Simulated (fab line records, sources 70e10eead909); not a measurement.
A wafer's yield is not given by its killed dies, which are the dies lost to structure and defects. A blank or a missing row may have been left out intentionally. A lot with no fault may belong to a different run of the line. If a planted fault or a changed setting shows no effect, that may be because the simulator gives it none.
What tool caused it? :: flow nand harc :: 13 lots with 39 wafers sampled at 6 steps, on a route of 1159 steps

== WHAT EACH GAUGE READ, for each wafer ==
NHARC_A_ONON_D1_THK_MEAS_30: measures by ellipsometry.
lot: L911
measured: day 7 21:06
on: film metro-02
thk nm (nm): 1000 1000 999

lot: L913
measured: day 8 11:01
on: film metro-01
thk nm (nm): 999 999 998

lot: L914
measured: day 9 02:02
on: film metro-01
thk nm (nm): 987 987 985

lot: L916
measured: day 9 09:19
on: film metro-01
thk nm (nm): 995 993 993

lot: L917
measured: day 9 21:05
on: film metro-02
thk nm (nm): 1009 1012 1009

lot: L918
measured: day 10 01:53
on: film metro-02
thk nm (nm): 993 992 993

lot: L920
measured: day 10 14:53
on: film metro-01
thk nm (nm): 1007 1007 1008

lot: L925
measured: day 11 07:55
on: film metro-01
thk nm (nm): 994 994 994

lot: L923
measured: day 11 07:56
on: film metro-02
thk nm (nm): 991 990 989

lot: L929
measured: day 12 08:12
on: film metro-01
thk nm (nm): 994 994 995

lot: L930
measured: day 12 14:10
on: film metro-02
thk nm (nm): 683 682 680

lot: L932
measured: day 13 07:14
on: film metro-01
thk nm (nm): 647 646 646

lot: L934
measured: day 14 01:29
on: film metro-02
thk nm (nm): 998 998 998

NHARC_A_CHANNEL_HOLE_D1_CD_MEAS_10 targets a cd of 100 nm.
lot: L911
measured: day 8 01:20
on: cd sem-02
cd nm (nm): 100.1 100.3 99.5

lot: L913
measured: day 8 17:05
on: cd sem-03
cd nm (nm): 100.2 100.0 99.7

lot: L914
measured: day 9 05:15
on: cd sem-02
cd nm (nm): 99.8 99.1 100.0

lot: L916
measured: day 9 12:37
on: cd sem-01
cd nm (nm): 100.4 101.0 100.7

lot: L917
measured: day 10 01:23
on: cd sem-03
cd nm (nm): 99.7 99.1 98.9

lot: L918
measured: day 10 06:39
on: cd sem-02
cd nm (nm): 101.1 100.8 101.0

lot: L920
measured: day 10 20:50
on: cd sem-03
cd nm (nm): 100.0 99.3 100.1

lot: L925
measured: day 11 11:42
on: cd sem-02
cd nm (nm): 100.0 100.8 99.9

lot: L923
measured: day 11 12:44
on: cd sem-02
cd nm (nm): 101.3 100.3 100.5

lot: L929
measured: day 12 12:12
on: cd sem-01
cd nm (nm): 101.1 100.3 99.5

lot: L934
measured: day 14 04:45
on: cd sem-03
cd nm (nm): 99.7 98.8 100.2

NHARC_A_CHANNEL_HOLE_D1_OVL_MEAS_11.
lot: L911
measured: day 8 01:26
on: overlay-01
overlay x nm (nm): -1.1 -0.5 -0.7
overlay y nm (nm): 0.6 0.4 1.1

lot: L913
measured: day 8 17:10
on: overlay-02
overlay x nm (nm): 0.3 -0.3 0.0
overlay y nm (nm): -1.2 -0.9 -0.6

lot: L914
measured: day 9 05:20
on: overlay-01
overlay x nm (nm): 0.3 0.3 0.0
overlay y nm (nm): 1.6 1.2 1.5

lot: L916
measured: day 9 12:43
on: overlay-01
overlay x nm (nm): -0.1 0.0 -0.4
overlay y nm (nm): -0.1 0.1 -0.2

lot: L917
measured: day 10 01:28
on: overlay-01
overlay x nm (nm): -0.6 -0.3 -0.3
overlay y nm (nm): -1.1 -1.0 -1.1

lot: L918
measured: day 10 06:44
on: overlay-02
overlay x nm (nm): -0.6 -0.1 -0.4
overlay y nm (nm): -0.1 -0.5 0.1

lot: L920
measured: day 10 20:56
on: overlay-01
overlay x nm (nm): 0.0 0.2 0.1
overlay y nm (nm): 0.7 1.1 0.7

lot: L925
measured: day 11 11:47
on: overlay-01
overlay x nm (nm): 1.3 1.6 0.6
overlay y nm (nm): 0.6 1.1 1.1

lot: L923
measured: day 11 12:49
on: overlay-02
overlay x nm (nm): 0.0 0.2 -0.4
overlay y nm (nm): 0.4 0.6 0.5

lot: L929
measured: day 12 12:17
on: overlay-01
overlay x nm (nm): -0.4 -0.6 0.1
overlay y nm (nm): 0.5 0.0 0.1

lot: L934
measured: day 14 04:50
on: overlay-02
overlay x nm (nm): 1.1 1.3 1.3
overlay y nm (nm): 0.2 -0.3 -0.5

NHARC_END_SORT_01.
lot: L930
measured: day 24 00:33
on: prober-01
killed at array: 674 674 676
killed at other: 2 0 1
killed at periphery: 1 3 0
killed dies: 677 677 677
killed open: 3 8 1
killed short: 3 2 3

lot: L932
measured: day 24 09:05
on: prober-02
killed at array: 670 675 674
killed at other: 4 2 1
killed at periphery: 3 0 2
killed dies: 677 677 677
killed open: 6 5 0
killed short: 1 2 2

== WHICH TOOL RAN EACH LOT (tool, then ch and the chambers of the sampled wafers, then the start) ==
lot: L911
NHARC_P_BONDPAD_ACTIVATE_29: rie diel-02 ch 0,1,2, day 6 08:55
NHARC_A_ONON_D1_DEP_28: pecvd onon-01 ch 0, day 7 20:35

lot: L913
NHARC_P_BONDPAD_ACTIVATE_29: rie diel-08 ch 1,3, day 6 23:16
NHARC_A_ONON_D1_DEP_28: pecvd onon-02 ch 0, day 8 10:34

lot: L914
NHARC_P_BONDPAD_ACTIVATE_29: rie diel-08 ch 0,2,3, day 7 12:29
NHARC_A_ONON_D1_DEP_28: pecvd onon-01 ch 0, day 9 01:32

lot: L916
NHARC_P_BONDPAD_ACTIVATE_29: rie diel-04 ch 1,2,3, day 7 20:17
NHARC_A_ONON_D1_DEP_28: pecvd onon-03 ch 0, day 9 08:49

lot: L917
NHARC_P_BONDPAD_ACTIVATE_29: rie diel-08 ch 0,2,3, day 8 07:44
NHARC_A_ONON_D1_DEP_28: pecvd onon-02 ch 0, day 9 20:41

lot: L918
NHARC_P_BONDPAD_ACTIVATE_29: rie diel-08 ch 0,1, day 8 12:52
NHARC_A_ONON_D1_DEP_28: pecvd onon-03 ch 0, day 10 01:25

lot: L920
NHARC_P_BONDPAD_ACTIVATE_29: rie diel-08 ch 0,1,3, day 8 23:40
NHARC_A_ONON_D1_DEP_28: pecvd onon-01 ch 0, day 10 14:22

lot: L925
NHARC_P_BONDPAD_ACTIVATE_29: rie diel-08 ch 0,1,2, day 9 14:10
NHARC_A_ONON_D1_DEP_28: pecvd onon-01 ch 0, day 11 07:28

lot: L923
NHARC_P_BONDPAD_ACTIVATE_29: rie diel-08 ch 0,1,2, day 9 14:59
NHARC_A_ONON_D1_DEP_28: pecvd onon-02 ch 0, day 11 07:32

lot: L929
NHARC_P_BONDPAD_ACTIVATE_29: rie diel-02 ch 0,1,3, day 10 22:33
NHARC_A_ONON_D1_DEP_28: pecvd onon-03 ch 0, day 12 07:41

lot: L930
NHARC_P_BONDPAD_ACTIVATE_29: rie diel-08 ch 0,2, day 11 02:30
NHARC_A_ONON_D1_DEP_28: pecvd onon-03 ch 0, day 12 13:43

lot: L932
NHARC_P_BONDPAD_ACTIVATE_29: rie diel-08 ch 1,2, day 11 17:20
NHARC_A_ONON_D1_DEP_28: pecvd onon-03 ch 0, day 13 06:51

lot: L934
NHARC_P_BONDPAD_ACTIVATE_29: rie diel-08 ch 0,1,3, day 12 08:46
NHARC_A_ONON_D1_DEP_28: pecvd onon-02 ch 0, day 14 01:01
- NHARC_P_BONDPAD_ACTIVATE_29: chemistry N2, time 60 s.
- NHARC_A_ONON_D1_DEP_28: target thk 1000 nm.

== AS READ BY THE TOOLS THEMSELVES (means over the sampled wafers that have a number; for cases with no such wafer, the mark the record gives instead) ==
NHARC_P_BONDPAD_ACTIVATE_29.
lot: L911
tool: rie diel-02
drypump motor current A (A): 5.69
oes product au (a.u.): 0.998
rf vpp V (V): 63.3
showerhead plenum p Torr (Torr): 1.75

lot: L913
tool: rie diel-08
drypump motor current A (A): 5.25
oes product au (a.u.): 0.990
rf vpp V (V): 64.6
showerhead plenum p Torr (Torr): 1.86

lot: L914
tool: rie diel-08
drypump motor current A (A): 5.48
oes product au (a.u.): 1.002
rf vpp V (V): 63.6
showerhead plenum p Torr (Torr): 1.80

lot: L916
tool: rie diel-04
drypump motor current A (A): 6.32
oes product au (a.u.): 1.009
rf vpp V (V): 64.2
showerhead plenum p Torr (Torr): 1.71

lot: L917
tool: rie diel-08
drypump motor current A (A): 5.48
oes product au (a.u.): 0.997
rf vpp V (V): 65.3
showerhead plenum p Torr (Torr): 1.80

lot: L918
tool: rie diel-08
drypump motor current A (A): 5.21
oes product au (a.u.): 0.998
rf vpp V (V): 65.7
showerhead plenum p Torr (Torr): 1.91

lot: L920
tool: rie diel-08
drypump motor current A (A): 5.40
oes product au (a.u.): 1.002
rf vpp V (V): 64.3
showerhead plenum p Torr (Torr): 1.86

lot: L925
tool: rie diel-08
drypump motor current A (A): 5.31
oes product au (a.u.): 1.003
rf vpp V (V): 65.4
showerhead plenum p Torr (Torr): 1.85

lot: L923
tool: rie diel-08
drypump motor current A (A): 5.32
oes product au (a.u.): 0.993
rf vpp V (V): 65.9
showerhead plenum p Torr (Torr): 1.85

lot: L929
tool: rie diel-02
drypump motor current A (A): 5.41
oes product au (a.u.): 0.995
rf vpp V (V): 63.9
showerhead plenum p Torr (Torr): 1.77

lot: L930
tool: rie diel-08
drypump motor current A (A): 5.42
oes product au (a.u.): 1.005
rf vpp V (V): 64.3
showerhead plenum p Torr (Torr): 1.78

lot: L932
tool: rie diel-08
drypump motor current A (A): 5.25
oes product au (a.u.): 1.015
rf vpp V (V): 64.5
showerhead plenum p Torr (Torr): 1.77

lot: L934
tool: rie diel-08
drypump motor current A (A): 5.39
oes product au (a.u.): 1.005
rf vpp V (V): 64.1
showerhead plenum p Torr (Torr): 1.86

== THE ANSWER, worked out from the rows above alone ==
Rule: what is usual is taken from the lots themselves. Put in order of their means at a reading, lots are off if they are a third of the lots or fewer, leave a main group of 4 or more, and stand apart from it by a gap of 3 or more times the standard deviation of the main group's means; of several such gaps the widest counts. A main group is skipped when, at the precision printed for the reading in the tables above, its means are all equal. Also off: a lot with no number at a reading for which 4 or more lots have one. The other lots that the step has rows for count as sound. After the gauges, taken in route order, come the tools' own readings; for these a lot's mean is taken, as printed above. At the first step where some lot is off, the reading lying furthest off is the one used; lots without a number count as furthest.
Off, at NHARC_A_ONON_D1_THK_MEAS_30 on thk nm: L930, L932. The main group has a mean of 997 nm with a standard deviation of 6.7.
If a tool, at a process step before that reading, ran all the lots that are off and no sound lot after the first of them, it fits. The gauges at NHARC_A_ONON_D1_THK_MEAS_30 are tried like those tools. One fits: pecvd onon-03 at NHARC_A_ONON_D1_DEP_28. Its last sound lot is L929 (day 12 07:41), its first lot that is off L930 (day 12 13:43): a fault that began between those two fits.

== WHAT THE SIMULATOR PUT IN ==
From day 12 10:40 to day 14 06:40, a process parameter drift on pecvd onon-03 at NHARC_A_ONON_D1_DEP_28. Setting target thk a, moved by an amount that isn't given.
Struck lots among those shown: L930, L932. The same result came from the rule above.
